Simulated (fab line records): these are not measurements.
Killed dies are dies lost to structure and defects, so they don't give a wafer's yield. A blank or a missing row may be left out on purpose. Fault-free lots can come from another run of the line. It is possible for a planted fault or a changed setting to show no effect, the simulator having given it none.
Which tool is to blame?    flow n5Finfet    12 lots with 36 wafers sampled at 5 steps, on a route of 1938 steps

## WHAT THE GAUGES READ, wafer by wafer
N5_BEOL_M2_OVL_MEAS_12.
lot   measured      on          M2_OVL (nm)
L075  day 7 02:10   overlay-01  -1.2 -1.1 -1.0
L077  day 7 18:59   overlay-01  0.0 0.4 -0.8
L079  day 7 22:57   overlay-01  0.4 0.1 0.3
L081  day 8 10:28   overlay-01  0.6 0.3 0.6
L083  day 9 02:59   overlay-02  0.2 -0.1 -0.6
L085  day 9 06:42   overlay-02  0.3 -0.3 0.3
L087  day 10 05:07  overlay-02  -1.5 -1.5 -1.0
L088  day 10 17:40  overlay-01  -0.7 -1.9 -0.7
L090  day 11 05:11  overlay-02  -1.1 -1.2 -1.7
L093  day 11 13:32  overlay-02  1.1 0.3 0.0
L095  day 12 01:08  overlay-01  -1.4 -1.3 -2.7
L097  day 12 14:34  overlay-01  -0.8 -0.1 -1.3

## TOOL THAT RAN EACH LOT (tool first, then ch and the chambers of the sampled wafers, then the start)
lot   N5_BEOL_M1_PRE_CLEAN_45      N5_BEOL_M1_SPUTTER_81        N5_BEOL_M1_ANNEAL_87         N5_BEOL_M1_CMP_52
L075  pvdSputter-03, day 6 16:52   pvdSputter-03, day 6 17:50   pvdSputter-03, day 6 18:08   cmp-01 ch 0,2,3, day 6 23:18
L077  pvdSputter-02, day 7 10:53   pvdSputter-01, day 7 11:57   pvdSputter-01, day 7 12:15   cmp-01 ch 0,1,2, day 7 17:08
L079  pvdSputter-01, day 7 14:10   pvdSputter-01, day 7 15:11   pvdSputter-01, day 7 15:29   cmp-01 ch 0,1,2, day 7 21:10
L081  pvdSputter-01, day 7 23:45   pvdSputter-01, day 8 00:43   pvdSputter-01, day 8 01:01   cmp-04 ch 0,2, day 8 09:11
L083  pvdSputter-03, day 8 20:43   pvdSputter-03, day 8 21:40   pvdSputter-03, day 8 21:58   cmp-04 ch 0,1,2, day 8 23:34
L085  pvdSputter-01, day 8 23:58   pvdSputter-03, day 9 01:33   pvdSputter-03, day 9 01:51   cmp-03 ch 0,1, day 9 03:22
L087  pvdSputter-02, day 9 21:25   pvdSputter-02, day 10 00:11  pvdSputter-02, day 10 00:29  cmp-03 ch 1,3, day 10 02:06
L088  pvdSputter-01, day 10 13:01  pvdSputter-01, day 10 14:26  pvdSputter-01, day 10 14:44  cmp-01 ch 0,2,3, day 10 16:15
L090  pvdSputter-01, day 10 21:56  pvdSputter-01, day 10 23:10  pvdSputter-01, day 10 23:28  cmp-03 ch 0,2,3, day 11 01:01
L093  pvdSputter-03, day 11 09:14  pvdSputter-02, day 11 10:12  pvdSputter-02, day 11 10:30  cmp-04 ch 2,3, day 11 12:03
L095  pvdSputter-01, day 11 19:00  pvdSputter-03, day 11 21:46  pvdSputter-03, day 11 22:04  cmp-04 ch 2,3, day 11 23:43
L097  pvdSputter-03, day 12 08:28  pvdSputter-02, day 12 09:33  pvdSputter-02, day 12 09:51  cmp-01 ch 0,1,2, day 12 12:26
- N5_BEOL_M1_PRE_CLEAN_45: time 30 s.
- N5_BEOL_M1_SPUTTER_81: material Cu, target thk 4.5 nm, time 8.29 s.
- N5_BEOL_M1_ANNEAL_87: time 240 s.
- N5_BEOL_M1_CMP_52: polishes, stops on SiOC, t overpolish 6.8 s, target thk 40 nm.

## THE ANSWER, worked out from the rows above alone
Rule: usual is defined by the lots themselves. Put in order of their means at a reading, lots are off if they are a third of the lots or fewer, leave a main group of 4 or more, and stand apart from it by a gap of 3 or more times the standard deviation of the main group's means; of several such gaps the widest counts. The tables above print the reading to a certain number of digits; a main group whose means all agree to those digits is not used. Also off: a lot with no number at a reading for which 4 or more lots have one. Any other lot the step has rows for is counted as sound.
None of the lots is off at any reading shown; this tells nothing.

## WHAT THE SIMULATOR HAD INSERTED
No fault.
